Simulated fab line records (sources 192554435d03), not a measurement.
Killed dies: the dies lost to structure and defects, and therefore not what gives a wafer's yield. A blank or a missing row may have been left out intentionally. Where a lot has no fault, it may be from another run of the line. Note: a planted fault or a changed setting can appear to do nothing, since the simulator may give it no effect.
fab line records	flow n5_finfet
record lots=11	wafers=32	last_day=18
route steps=1938 shown BEOL_M4@1111 BEOL_M15@1821 MIM_BOT@1832 MIM_TOP@1834 PASSIVATION@1936
lots that met no fault: from a run of the same line without faults
start_h: hours from the record's first day to the start of the lot's first wafer shown	wait_h: hours from the lot's prior step to this one	" the same as in the row above	L1.1+2: several wafers, shown together as one row	- value missing, or start not given	* or withheld: withheld	< > ~ a bound
route shown NAME@n: NAME is a module with steps in the file, n the number in the route of the first one	usual: mean/standard deviation of fault-free wafers	same: alike in all rows	chamber/n: place in a boat	sites: per-site readings	_std_site: how widely they spread, as a standard deviation	_edge_site: outer sites' mean less inner sites'	radius_mm: how far each site lies from the wafer's centre	mask NAME#n: copy n	behind: the most recent tool/chamber to have shaped the wafer	hold: cause of the lot's hold/its duration in hours/its outcome	device: transistor that didn't switch, given as n, p or np	end of line: the same wafers' tests at the end of the route	for a step that has no rows: nothing shown but its recipe	killed: the dies lost at the first sort to structure and to defects; this is not the yield of the wafer	map: per-die view of a wafer (x killed, . not killed, _ where there is no die)
set.NAME: the run value of the setting; set.NAME@STEP: its run value at that earlier step	model.NAME: the simulator's own value behind a step, which no gauge read
route steps across a sampled set of lots; one table per step, one row per wafer
services: a tool's chamber out of use, with start hour (start_h, from the record's first day; less than 0 if before it), hours out, and reason
## steps
# step N5_BEOL_M4_RC_MEAS_101
# usual DIBL_N=35.7/1.5	DIBL_P=35.7/2	IOFF_N=0.155/0.026	IOFF_P=0.20/0.031	ION_N=675/11	ION_P=462/7.1	SS_N=71.3/0.57	SS_P=73.1/0.56	VT_N=250/3	VT_P=-251/3
lot.wafer	tool	chamber	start_h	wait_h	DIBL_N[mV/V]	DIBL_P[mV/V]	IOFF_N[nA/um]	IOFF_P[nA/um]	ION_N[uA/um]	ION_P[uA/um]	SS_N[mV/dec]	SS_P[mV/dec]	VT_N[mV]	VT_P[mV]
L874.1	prober-02	0	175.87	0.0	36.7	36.3	0.153	0.21	667	459	71.6	72.7	251	-252
L874.3	"	0	"	"	37.2	36.8	0.171	0.23	673	459	71.7	73.6	250	-249
L874.6	"	0	"	"	35.3	34.4	0.142	0.18	666	461	71.2	72.6	252	-251
L879.1	prober-01	0	198.41	0.0	32.8	32.8	0.124	0.17	669	460	71.5	72.4	251	-251
L879.3	"	0	"	"	30.9	30.8	0.101	0.14	638	444	69.9	71.8	256	-255
L879.4	"	0	"	"	34.8	34.6	0.152	0.19	676	460	71.7	72.7	247	-252
L882.1	prober-01	0	225.57	0.7	36.5	35.5	0.148	0.22	666	462	71.8	73.4	252	-249
L882.3	"	0	"	"	35.9	34.9	0.127	0.20	666	464	71.2	73.2	252	-250
L882.5	"	0	"	"	37.2	35.3	0.156	0.22	662	453	71.4	73.3	254	-246
L884.2	prober-01	0	232.45	0.2	34.5	35.2	0.134	0.16	678	463	71.0	72.7	251	-255
L884.3	"	0	"	"	37.3	38.2	0.171	0.20	684	462	72.0	74.3	247	-254
L884.5	"	0	"	"	37.2	37.7	0.164	0.20	682	461	71.2	74.1	250	-252
L889.1	prober-02	0	260.39	0.0	37.2	36.8	0.162	0.21	670	459	71.5	73.0	253	-248
L889.5	"	0	"	"	37.9	38.4	0.173	0.23	679	462	71.5	73.5	250	-249
L889.6	"	0	"	"	36.4	36.6	0.152	0.21	672	456	72.0	72.5	251	-250
L891.3	prober-01	0	267.86	0.3	35.5	35.8	0.158	0.20	681	464	70.7	73.1	246	-251
L891.4	"	0	"	"	37.5	39.5	0.209	0.26	700	476	71.8	73.2	242	-247
L891.6	"	0	"	"	35.3	35.7	0.144	0.20	661	460	71.2	72.8	249	-250
L893.3	prober-01	0	286.34	0.3	34.8	33.1	0.112	0.18	654	458	71.0	72.4	255	-251
L893.4	"	0	"	"	36.9	36.3	0.160	0.23	682	474	71.2	73.0	248	-247
L893.6	"	0	"	"	36.3	35.8	0.146	0.22	679	468	71.5	72.6	250	-249
L894.1	prober-01	0	305.37	0.0	34.4	34.9	0.137	0.18	666	456	71.0	72.7	251	-253
L894.5	"	0	"	"	33.9	34.4	0.128	0.18	659	456	71.1	72.4	252	-255
L894.6	"	0	"	"	36.7	37.3	0.166	0.21	675	459	71.2	73.2	250	-253
L895.2	prober-02	0	312.09	0.2	31.0	29.9	0.093	0.14	657	459	69.6	71.6	255	-254
L895.4	"	0	"	"	36.2	35.2	0.162	0.20	678	460	71.8	73.4	248	-250
L895.6	"	0	"	"	37.6	38.5	0.201	0.26	679	464	71.5	73.3	249	-248
L896.5	prober-01	0	312.16	0.6	36.4	38.0	0.163	0.20	666	459	71.1	73.1	246	-252
L896.6	"	0	"	"	37.0	39.4	0.172	0.22	676	464	71.1	73.1	249	-251
L897.1	prober-02	0	320.07	0.0	36.7	38.3	0.173	0.21	680	466	72.6	73.2	247	-251
L897.2	"	0	"	"	37.4	38.4	0.189	0.22	674	461	71.5	73.3	246	-251
L897.3	"	0	"	"	35.5	37.9	0.159	0.21	683	462	72.3	72.8	249	-250
# step N5_BEOL_M15_SPUTTER_45
# recipe material=Cu	target_thk_a=1000	temp_c=-20	bias_v=60	power_w=26000	chamber_pressure_pa=0.13	time_s=16.67
# usual throttle_valve_pct=30.3/1.2
lot.wafer	tool	chamber	start_h	wait_h	throttle_valve_pct
L874.1	pvd_sputter-03	-	271.48	0.0	32.2
L874.3	"	-	"	"	28.8
L874.6	"	-	"	"	32.1
L879.1	pvd_sputter-02	-	283.79	0.0	30.2
L879.3	"	-	"	"	30.8
L879.4	"	-	"	"	30.7
L882.1	pvd_sputter-01	-	315.69	0.0	31.4
L882.3	"	-	"	"	30.1
L882.5	"	-	"	"	32.0
L884.2	pvd_sputter-02	-	319.26	0.0	31.1
L884.3	"	-	"	"	29.9
L884.5	"	-	"	"	30.0
L889.1	pvd_sputter-03	-	354.52	0.0	28.5
L889.5	"	-	"	"	32.0
L889.6	"	-	"	"	31.6
L891.3	pvd_sputter-02	-	368.39	0.0	28.8
L891.4	"	-	"	"	30.8
L891.6	"	-	"	"	30.9
L893.3	pvd_sputter-01	-	371.65	0.0	31.8
L893.4	"	-	"	"	31.2
L893.6	"	-	"	"	31.4
L894.1	pvd_sputter-02	-	397.22	0.0	28.7
L894.5	"	-	"	"	30.7
L894.6	"	-	"	"	29.1
L895.2	pvd_sputter-02	-	400.48	0.0	29.9
L895.4	"	-	"	"	31.0
L895.6	"	-	"	"	29.1
L896.5	pvd_sputter-02	-	405.89	0.0	30.1
L896.6	"	-	"	"	30.9
L897.1	pvd_sputter-02	-	412.81	0.0	30.6
L897.2	"	-	"	"	29.8
L897.3	"	-	"	"	30.6
# step N5_MIM_BOT_DEGAS_01
# recipe ambient=vacuum	temp_c=300	time_s=60
# usual heater_power_w=458/48
lot.wafer	tool	chamber	start_h	wait_h	heater_power_w
L874.1	pvd_sputter-01	-	274.23	0.6	531
L874.3	"	-	"	"	438
L874.6	"	-	"	"	531
L879.1	pvd_sputter-02	-	291.67	5.8	597
L879.3	"	-	"	"	421
L879.4	"	-	"	"	442
L882.1	pvd_sputter-01	-	318.55	0.3	443
L882.3	"	-	"	"	526
L882.5	"	-	"	"	445
L884.2	pvd_sputter-02	-	323.97	2.6	409
L884.3	"	-	"	"	447
L884.5	"	-	"	"	441
L889.1	pvd_sputter-01	-	357.72	1.1	416
L889.5	"	-	"	"	417
L889.6	"	-	"	"	451
L891.3	pvd_sputter-01	-	374.03	2.9	453
L891.4	"	-	"	"	416
L891.6	"	-	"	"	444
L893.3	pvd_sputter-01	-	374.71	0.9	443
L893.4	"	-	"	"	404
L893.6	"	-	"	"	459
L894.1	pvd_sputter-02	-	400.08	0.7	432
L894.5	"	-	"	"	433
L894.6	"	-	"	"	436
L895.2	pvd_sputter-01	-	405.19	2.4	436
L895.4	"	-	"	"	516
L895.6	"	-	"	"	540
L896.5	pvd_sputter-02	-	411.50	3.3	446
L896.6	"	-	"	"	407
L897.1	pvd_sputter-01	-	416.34	1.1	456
L897.2	"	-	"	"	425
L897.3	"	-	"	"	514
# step N5_MIM_BOT_SPUTTER_00
# recipe material=TiN	target_thk_a=350	temp_c=200	power_w=3000	chamber_pressure_pa=0.49996	gas=Ar	reactive_partial_pa=0.37997	time_s=89.7
# usual throttle_valve_pct=30.4/1.2
lot.wafer	tool	chamber	start_h	wait_h	throttle_valve_pct
L874.1	pvd_sputter-01	-	274.27	0.0	31.1
L874.3	"	-	"	"	30.3
L874.6	"	-	"	"	31.4
L879.1	pvd_sputter-02	-	291.71	0.0	30.5
L879.3	"	-	"	"	28.8
L879.4	"	-	"	"	30.3
L882.1	pvd_sputter-01	-	318.59	0.0	32.1
L882.3	"	-	"	"	31.5
L882.5	"	-	"	"	31.7
L884.2	pvd_sputter-02	-	324.01	0.0	31.1
L884.3	"	-	"	"	30.1
L884.5	"	-	"	"	30.2
L889.1	pvd_sputter-01	-	357.76	0.0	28.3
L889.5	"	-	"	"	28.6
L889.6	"	-	"	"	30.2
L891.3	pvd_sputter-01	-	374.07	0.0	32.0
L891.4	"	-	"	"	28.6
L891.6	"	-	"	"	31.9
L893.3	pvd_sputter-01	-	374.75	0.0	31.9
L893.4	"	-	"	"	28.4
L893.6	"	-	"	"	30.4
L894.1	pvd_sputter-02	-	400.12	0.0	29.1
L894.5	"	-	"	"	29.0
L894.6	"	-	"	"	30.3
L895.2	pvd_sputter-01	-	405.23	0.0	30.4
L895.4	"	-	"	"	31.3
L895.6	"	-	"	"	31.2
L896.5	pvd_sputter-02	-	411.57	0.0	30.2
L896.6	"	-	"	"	30.8
L897.1	pvd_sputter-01	-	416.38	0.0	31.9
L897.2	"	-	"	"	28.7
L897.3	"	-	"	"	31.6
# step N5_MIM_TOP_ALD_00
# recipe material=Al2O3	target_thk_a=*	temp_c=withheld	ald_precursor_family=TMA	ald_co_reactant=O3	pulse_time_s=withheld	purge_time_s=3	co_reactant_purge_time_s=withheld	co_reactant_pulse_time_s=3	ald_cycles=withheld
# usual precursor_pulse_height_rel=1.000/0.02
lot.wafer	tool	chamber	start_h	wait_h	precursor_pulse_height_rel
L874.1	ald_hk-02	2	274.37	0.1	1.018
L874.3	"	1	"	"	0.984
L874.6	"	2	"	"	0.987
L879.1	ald_hk-01	3	291.81	0.1	1.011
L879.3	"	2	"	"	0.964
L879.4	"	1	"	"	1.001
L882.1	ald_hk-02	1	318.69	0.1	-
L882.3	"	3	"	"	-
L882.5	"	2	"	"	-
L884.2	ald_hk-02	3	324.11	0.1	-
L884.3	"	0	"	"	-
L884.5	"	0	"	"	-
L889.1	ald_hk-01	1	357.87	0.1	0.995
L889.5	"	1	"	"	1.016
L889.6	"	0	"	"	0.999
L891.3	ald_hk-01	0	374.17	0.1	0.989
L891.4	"	1	"	"	1.016
L891.6	"	1	"	"	1.042
L893.3	ald_hk-02	0	374.85	0.1	0.984
L893.4	"	1	"	"	1.013
L893.6	"	2	"	"	1.011
L894.1	ald_hk-02	2	400.22	0.1	0.980
L894.5	"	0	"	"	1.011
L894.6	"	3	"	"	0.985
L895.2	ald_hk-03	1	405.33	0.1	1.005
L895.4	"	3	"	"	1.005
L895.6	"	0	"	"	0.996
L896.5	ald_hk-01	2	411.67	0.1	1.007
L896.6	"	3	"	"	1.009
L897.1	ald_hk-02	2	416.48	0.1	0.992
L897.2	"	3	"	"	1.008
L897.3	"	1	"	"	0.966
# step N5_PASSIVATION_PROBE_49
# usual defect_limited_yield=91.4/1.5	killed_at_M0_to_M3=34/10	killed_at_M4_up=15/6	killed_at_contacts=12/6	killed_at_front_end=37/11	killed_at_other=3.3/2.8	killed_dies=101/18	killed_on_rim=14/4.4	killed_open=66/14	killed_short=33/7.8	sort_bin_5_function=5.0/0.97	sort_bin_6_memory=3.2/0.72	sort_bin_8_speed=0.00/0.01	sort_n_pass=1079/18	sort_yield_pct=91.4/1.5
# same gross_dies=1180	killed_at_back_side=0	sort_bin_4_leakage[%]=0
lot.wafer	tool	chamber	start_h	wait_h	defect_limited_yield[%]	killed_at_M0_to_M3	killed_at_M4_up	killed_at_contacts	killed_at_front_end	killed_at_other	killed_dies	killed_on_rim	killed_open	killed_short	sort_bin_5_function[%]	sort_bin_6_memory[%]	sort_bin_8_speed[%]	sort_n_pass	sort_yield_pct[%]
L874.1	prober-02	-	288.29	0.0	92.5	35	11	12	24	6	88	7	53	35	4.2	3.1	0	1092	92.5
L874.3	prober-02	-	288.39	0.1	92.6	26	13	14	29	5	87	11	48	38	3.7	3.3	0	1093	92.6
L874.6	prober-02	-	288.54	0.3	92.5	36	7	8	32	6	89	16	64	24	4.2	3.1	0	1091	92.5
L879.1	prober-02	-	304.26	0.0	91.8	27	6	5	46	13	97	13	62	35	5.2	2.5	0	1083	91.8
L879.3	prober-02	-	304.36	0.1	91.7	27	13	12	36	10	98	13	58	32	4.4	3.1	0.08	1081	91.6
L879.4	prober-02	-	304.41	0.2	89.5	69	10	13	25	7	124	16	90	34	6.4	3.8	0	1056	89.5
L882.1	prober-01	-	330.28	0.0	85.8	52	20	4	43	48	167	22	80	40	10.1	3.5	0	1013	85.8
L882.3	prober-01	-	330.38	0.1	86.6	40	17	10	34	57	158	19	59	42	9.7	2.8	0	1022	86.6
L882.5	prober-01	-	330.48	0.2	82.5	61	32	14	41	58	206	19	87	56	11.3	5.3	0	974	82.5
L884.2	prober-01	-	333.92	0.1	86.3	45	11	13	17	76	162	29	61	28	10.9	2.6	0	1018	86.3
L884.3	prober-01	-	333.97	0.1	88.4	37	7	9	18	66	137	36	49	23	8.8	2.5	0	1043	88.4
L884.5	prober-01	-	334.07	0.2	87.5	39	8	15	30	55	147	44	60	22	8.4	3.1	0	1033	87.5
L889.1	prober-02	-	369.37	0.0	90.8	34	13	27	33	2	109	12	83	26	5.0	4.0	0	1071	90.8
L889.5	prober-02	-	369.57	0.2	89.2	38	19	12	52	6	127	14	83	43	6.4	4.1	0	1053	89.2
L889.6	prober-02	-	369.62	0.3	89.0	46	26	15	37	6	130	25	91	38	7.2	3.6	0	1050	89.0
L893.3	prober-02	-	385.96	0.1	92.0	33	3	16	41	1	94	11	65	29	5.1	2.7	0	1086	92.0
L893.4	prober-02	-	386.01	0.2	90.0	36	13	25	37	7	118	13	70	48	5.8	3.5	0	1062	90.0
L893.6	prober-02	-	386.11	0.3	90.1	30	14	13	57	3	117	18	80	37	5.5	4.1	0	1063	90.1
L891.3	prober-02	-	387.74	0.1	93.7	17	12	7	37	1	74	10	45	29	3.7	2.4	0	1106	93.7
L891.4	prober-02	-	387.79	0.2	92.0	22	20	16	31	5	94	12	59	31	4.7	3.1	0	1086	92.0
L891.6	prober-02	-	387.89	0.3	90.3	21	17	20	55	1	114	16	76	33	6.1	3.5	0	1066	90.3
L894.1	prober-02	-	411.45	0.0	91.8	26	11	10	47	3	97	12	54	37	4.7	2.5	0	1083	91.8
L894.5	prober-02	-	411.65	0.2	91.9	19	16	9	51	1	96	14	61	31	4.4	3.6	0	1084	91.9
L894.6	prober-02	-	411.70	0.3	91.8	34	12	13	38	0	97	8	63	31	4.7	3.3	0	1083	91.8
L895.2	prober-02	-	418.00	0.1	90.7	38	23	7	32	10	110	18	76	34	5.3	3.7	0	1070	90.7
L895.4	prober-02	-	418.10	0.2	92.6	41	12	4	28	2	87	11	47	40	4.2	3.0	0	1093	92.6
L895.6	prober-02	-	418.20	0.3	93.2	29	10	8	28	5	80	10	53	27	4.1	2.3	0	1100	93.2
L896.5	prober-02	-	425.70	0.2	91.5	36	12	7	34	11	100	16	62	36	4.6	3.4	0	1080	91.5
L896.6	prober-02	-	425.75	0.3	92.7	17	10	9	47	3	86	10	51	26	4.0	2.8	0	1094	92.7
L897.1	prober-01	-	429.95	0.0	88.8	41	18	18	49	6	132	22	97	30	6.5	4.5	0	1048	88.8
L897.2	prober-01	-	430.00	0.1	88.2	23	33	20	59	4	139	16	107	31	7.7	4.0	0	1041	88.2
L897.3	prober-01	-	430.05	0.1	91.9	24	28	6	32	5	95	17	69	24	5.2	2.6	0	1085	91.9
# killed by level:class
L874.1 FIN_SAQP:geometric_particle:open=9 BEOL_M0_SAQP:geometric_particle:open=8 MOL_CONTACT_COAG:geometric_particle:open=7 BEOL_M0_SAQP:geometric_particle:short=6 BEOL_M1:geometric_particle:open=6 MOL_CONTACT_COAG:geometric_particle:short=5 BEOL_M2:geometric_particle:short=5 BEOL_M4:geometric_particle:open=5
L874.3 FIN_SAQP:geometric_particle:short=10 FIN_SAQP:geometric_particle:open=9 MOL_CONTACT_COAG:geometric_particle:open=9 BEOL_M0_SAQP:geometric_particle:open=7 BEOL_M0_SAQP:geometric_particle:short=7 BEOL_M1:geometric_particle:open=7 MOL_CONTACT_COAG:geometric_particle:short=5 BEOL_M4:geometric_particle:open=5
L874.6 BEOL_M3:geometric_particle:open=10 FIN_SAQP:geometric_particle:open=9 BEOL_M1:geometric_particle:open=8 STI_FIN_REVEAL:geometric_particle:open=7 MOL_CONTACT_COAG:geometric_particle:open=7 BEOL_M0_SAQP:geometric_particle:open=5 BEOL_M0_SAQP:geometric_particle:short=5 BEOL_M1:geometric_particle:short=5
L879.1 FIN_SAQP:geometric_particle:open=10 STI_FIN_REVEAL:geometric_particle:open=10 BEOL_M2:geometric_particle:open=9 BEOL_M3:geometric_particle:open=7 GATE_CUT:geometric_particle:open=5 MIM_TOP_ETCH:geometric_particle:short=5 GATE_CUT:geometric_particle:short=4 STARTING-WAFER:geometric_particle:short=4
L879.3 MOL_CONTACT_COAG:geometric_particle:open=11 FIN_SAQP:geometric_particle:short=8 BEOL_M2:geometric_particle:open=7 GATE_CUT:geometric_particle:short=6 BEOL_M4:geometric_particle:open=6 HKMG_FIN:area_etch=6 BEOL_M1:geometric_particle:open=5 FIN_SAQP:geometric_particle:open=4
L879.4 BEOL_M2:geometric_particle:open=32 MOL_CONTACT_COAG:geometric_particle:open=12 BEOL_M1:geometric_particle:open=9 BEOL_M2:geometric_particle:short=9 FIN_SAQP:geometric_particle:open=6 BEOL_M0_SAQP:geometric_particle:open=6 STI_FIN_REVEAL:geometric_particle:open=5 BEOL_M3:geometric_particle:open=5
L882.1 MIM_TOP:area_ald=46 BEOL_M0_SAQP:geometric_particle:open=19 FIN_SAQP:geometric_particle:open=13 BEOL_M4:geometric_particle:open=12 BEOL_M0_SAQP:geometric_particle:short=11 BEOL_M2:geometric_particle:open=10 FIN_SAQP:geometric_particle:short=8 STI_FIN_REVEAL:geometric_particle:open=5
L882.3 MIM_TOP:area_ald=52 BEOL_M0_SAQP:geometric_particle:short=12 BEOL_M0_SAQP:geometric_particle:open=9 MOL_CONTACT_COAG:geometric_particle:open=8 FIN_SAQP:geometric_particle:short=8 FIN_SAQP:geometric_particle:open=7 BEOL_M4:geometric_particle:open=7 BEOL_M2:geometric_particle:open=5
L882.5 MIM_TOP:area_ald=58 BEOL_M0_SAQP:geometric_particle:short=21 BEOL_M4:geometric_particle:open=17 BEOL_M0_SAQP:geometric_particle:open=14 MOL_CONTACT_COAG:geometric_particle:open=9 BEOL_M2:geometric_particle:open=8 FIN_SAQP:geometric_particle:short=6 BEOL_M1:geometric_particle:open=6
L884.2 MIM_TOP:area_ald=72 MOL_CONTACT_COAG:geometric_particle:open=13 BEOL_M1:geometric_particle:open=13 BEOL_M0_SAQP:geometric_particle:short=9 BEOL_M0_SAQP:geometric_particle:open=7 BEOL_M3:geometric_particle:open=7 BEOL_M3:geometric_particle:short=5 FIN_SAQP:geometric_particle:open=4
L884.3 MIM_TOP:area_ald=65 MOL_CONTACT_COAG:geometric_particle:open=7 BEOL_M3:geometric_particle:short=7 BEOL_M2:geometric_particle:open=6 BEOL_M3:geometric_particle:open=6 STI_FIN_REVEAL:geometric_particle:open=5 BEOL_M0_SAQP:geometric_particle:open=5 BEOL_M0_SAQP:geometric_particle:short=5
L884.5 MIM_TOP:area_ald=55 BEOL_M3:geometric_particle:open=21 MOL_CONTACT_COAG:geometric_particle:open=11 FIN_SAQP:geometric_particle:open=8 HKMG_FIN:area_etch=8 BEOL_M1:geometric_particle:short=7 FIN_SAQP:geometric_particle:short=4 DUMMY_GATE:geometric_particle:open=4
L889.1 MOL_CONTACT_COAG:geometric_particle:open=21 BEOL_M3:geometric_particle:open=10 STI_FIN_REVEAL:geometric_particle:open=8 FIN_SAQP:geometric_particle:open=6 MOL_CONTACT_COAG:geometric_particle:short=6 BEOL_M0_SAQP:geometric_particle:open=6 BEOL_M2:geometric_particle:open=5 BEOL_M1:geometric_particle:open=5
L889.5 BEOL_M4:geometric_particle:open=14 FIN_SAQP:geometric_particle:open=10 BEOL_M0_SAQP:geometric_particle:open=9 BEOL_M1:geometric_particle:open=9 MOL_CONTACT_COAG:geometric_particle:open=8 FIN_SAQP:geometric_particle:short=7 STI_FIN_REVEAL:geometric_particle:open=7 DUMMY_GATE:geometric_particle:open=5
L889.6 BEOL_M4:geometric_particle:open=17 BEOL_M0_SAQP:geometric_particle:open=11 BEOL_M3:geometric_particle:open=11 MOL_CONTACT_COAG:geometric_particle:open=10 GATE_CUT:geometric_particle:short=6 FIN_SAQP:geometric_particle:open=5 STI_FIN_REVEAL:geometric_particle:open=5 DUMMY_GATE:geometric_particle:open=5
L893.3 FIN_SAQP:geometric_particle:open=14 MOL_CONTACT_COAG:geometric_particle:open=12 BEOL_M3:geometric_particle:open=12 DUMMY_GATE:geometric_particle:open=8 BEOL_M0_SAQP:geometric_particle:open=7 FIN_SAQP:geometric_particle:short=5 BEOL_M0_SAQP:geometric_particle:short=5 MOL_CONTACT_COAG:geometric_particle:short=4
L893.4 MOL_CONTACT_COAG:geometric_particle:open=21 BEOL_M0_SAQP:geometric_particle:short=13 BEOL_M4:geometric_particle:open=10 GATE_CUT:geometric_particle:short=9 BEOL_M0_SAQP:geometric_particle:open=7 FIN_SAQP:geometric_particle:open=5 STI_FIN_REVEAL:geometric_particle:open=5 FIN_SAQP:geometric_particle:short=4
L893.6 FIN_SAQP:geometric_particle:open=18 MOL_CONTACT_COAG:geometric_particle:open=10 BEOL_M0_SAQP:geometric_particle:open=9 GATE_CUT:geometric_particle:short=9 BEOL_M3:geometric_particle:open=9 FIN_SAQP:geometric_particle:short=6 STI_FIN_REVEAL:geometric_particle:open=6 BEOL_M0_SAQP:geometric_particle:short=5
L891.3 STI_FIN_REVEAL:geometric_particle:open=9 STI_FIN_REVEAL:geometric_particle:short=6 BEOL_M4:geometric_particle:open=6 BEOL_M1:geometric_particle:open=5 MOL_CONTACT_COAG:geometric_particle:open=5 GATE_CUT:geometric_particle:short=4 BEOL_M2:geometric_particle:short=4 STARTING-WAFER:geometric_particle:open=4
L891.4 MOL_CONTACT_COAG:geometric_particle:open=13 STI_FIN_REVEAL:geometric_particle:open=11 BEOL_M4:geometric_particle:open=8 BEOL_M0_SAQP:geometric_particle:open=6 GATE_CUT:geometric_particle:short=5 BEOL_M2:geometric_particle:open=4 BEOL_M3:geometric_particle:open=4 MOL_CONTACT_COAG:geometric_particle:short=3
L891.6 STI_FIN_REVEAL:geometric_particle:open=21 MOL_CONTACT_COAG:geometric_particle:open=15 BEOL_M2:geometric_particle:open=7 BEOL_M1:geometric_particle:open=6 STI_FIN_REVEAL:geometric_particle:short=5 GATE_CUT:geometric_particle:short=5 MOL_CONTACT_COAG:geometric_particle:short=5 BEOL_M4:geometric_particle:open=5
L894.1 BEOL_M2:geometric_particle:open=9 DUMMY_GATE:geometric_particle:open=8 FIN_SAQP:geometric_particle:short=7 STI_FIN_REVEAL:geometric_particle:short=7 MOL_CONTACT_COAG:geometric_particle:open=7 GATE_CUT:geometric_particle:open=6 STI_FIN_REVEAL:geometric_particle:open=6 HKMG_FIN:area_etch=5
L894.5 FIN_SAQP:geometric_particle:short=16 BEOL_M2:geometric_particle:open=11 FIN_SAQP:geometric_particle:open=6 GATE_CUT:geometric_particle:short=6 DUMMY_GATE:geometric_particle:open=6 MOL_CONTACT_COAG:geometric_particle:open=6 BEOL_M4:geometric_particle:open=5 BEOL_M6:geometric_particle:open=5
L894.6 MOL_CONTACT_COAG:geometric_particle:open=12 STI_FIN_REVEAL:geometric_particle:open=10 BEOL_M0_SAQP:geometric_particle:short=8 BEOL_M2:geometric_particle:open=8 STARTING-WAFER:geometric_particle:short=6 FIN_SAQP:geometric_particle:open=5 DUMMY_GATE:geometric_particle:open=5 BEOL_M4:geometric_particle:open=5
L895.2 BEOL_M1:geometric_particle:open=11 BEOL_M4:geometric_particle:open=11 FIN_SAQP:geometric_particle:open=10 FIN_SAQP:geometric_particle:short=6 BEOL_M3:geometric_particle:open=6 MOL_CONTACT_COAG:geometric_particle:open=6 BEOL_M2:geometric_particle:open=6 BEOL_M0_SAQP:geometric_particle:short=5
L895.4 BEOL_M0_SAQP:geometric_particle:short=18 BEOL_M0_SAQP:geometric_particle:open=17 FIN_SAQP:geometric_particle:open=8 GATE_CUT:geometric_particle:short=6 MOL_CONTACT_COAG:geometric_particle:open=4 BEOL_M4:geometric_particle:short=4 STARTING-WAFER:geometric_particle:short=4 DUMMY_GATE:geometric_particle:open=3
L895.6 FIN_SAQP:geometric_particle:open=7 MOL_CONTACT_COAG:geometric_particle:open=7 BEOL_M0_SAQP:geometric_particle:open=7 BEOL_M2:geometric_particle:open=7 BEOL_M0_SAQP:geometric_particle:short=6 FIN_SAQP:geometric_particle:short=5 DUMMY_GATE:geometric_particle:open=4 STI_FIN_REVEAL:geometric_particle:open=3
L896.5 FIN_SAQP:geometric_particle:open=8 BEOL_M1:geometric_particle:open=8 FIN_SAQP:geometric_particle:short=7 BEOL_M4:geometric_particle:open=7 BEOL_M0_SAQP:geometric_particle:short=6 BEOL_M3:geometric_particle:open=6 MOL_CONTACT_COAG:geometric_particle:open=5 BEOL_M0_SAQP:geometric_particle:open=5
L896.6 FIN_SAQP:geometric_particle:open=10 FIN_SAQP:geometric_particle:short=7 STI_FIN_REVEAL:geometric_particle:open=7 MOL_CONTACT_COAG:geometric_particle:open=7 BEOL_M0_SAQP:geometric_particle:short=6 BEOL_M0_SAQP:geometric_particle:open=6 DUMMY_GATE:geometric_particle:open=5 HKMG_FIN:area_etch=5
L897.1 BEOL_M2:geometric_particle:open=15 MOL_CONTACT_COAG:geometric_particle:open=15 FIN_SAQP:geometric_particle:open=14 FIN_SAQP:geometric_particle:short=10 STI_FIN_REVEAL:geometric_particle:open=9 BEOL_M1:geometric_particle:open=8 STARTING-WAFER:geometric_particle:open=7 BEOL_M4:geometric_particle:open=5
L897.2 BEOL_M4:geometric_particle:open=19 MOL_CONTACT_COAG:geometric_particle:open=19 GATE_CUT:geometric_particle:open=12 FIN_SAQP:geometric_particle:open=10 FIN_SAQP:geometric_particle:short=8 STI_FIN_REVEAL:geometric_particle:open=8 GATE_CUT:geometric_particle:short=6 BEOL_M2:geometric_particle:open=6
L897.3 BEOL_M4:geometric_particle:open=18 BEOL_M2:geometric_particle:open=8 FIN_SAQP:geometric_particle:open=7 BEOL_M3:geometric_particle:open=7 BEOL_M4:geometric_particle:short=5 FIN_SAQP:geometric_particle:short=4 MOL_CONTACT_COAG:geometric_particle:open=4 STI_FIN_REVEAL:geometric_particle:open=3
## services
tool	chamber	start_h	hours	kind
ald_hk-03	-	318.19	0.5	repair
ald_hk-02	-	324.86	6.0	pm
pvd_sputter-03	-	332.92	11.1	repair
pvd_sputter-02	-	346.78	6.9	repair
ald_hk-02	-	407.48	2.8	pm
pvd_sputter-01	-	414.60	1.4	repair
## key
first_sign step=N5_MIM_TOP_ALD_00	reading=tool_record	direction=missing
effect step=N5_PASSIVATION_PROBE_49	reading=killed_at_other	direction=up	sigmas=20	usual=3.3	struck=60
more_kills_born_at N5_MIM_TOP_ALD_00@ald_hk-02=348
met_at N5_MIM_TOP_ALD_00
struck_lots L882,L884
not_acting_at N5_BEOL_M15_SPUTTER_45,N5_MIM_BOT_DEGAS_01,N5_MIM_BOT_SPUTTER_00
onset_between 291.81 318.69
fault kind=skipped_step_whole	tool=ald_hk-01,ald_hk-02	chamber=-	onset_h=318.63	steps=N5_MIM_TOP_ALD_00	scope=struck_lots_only
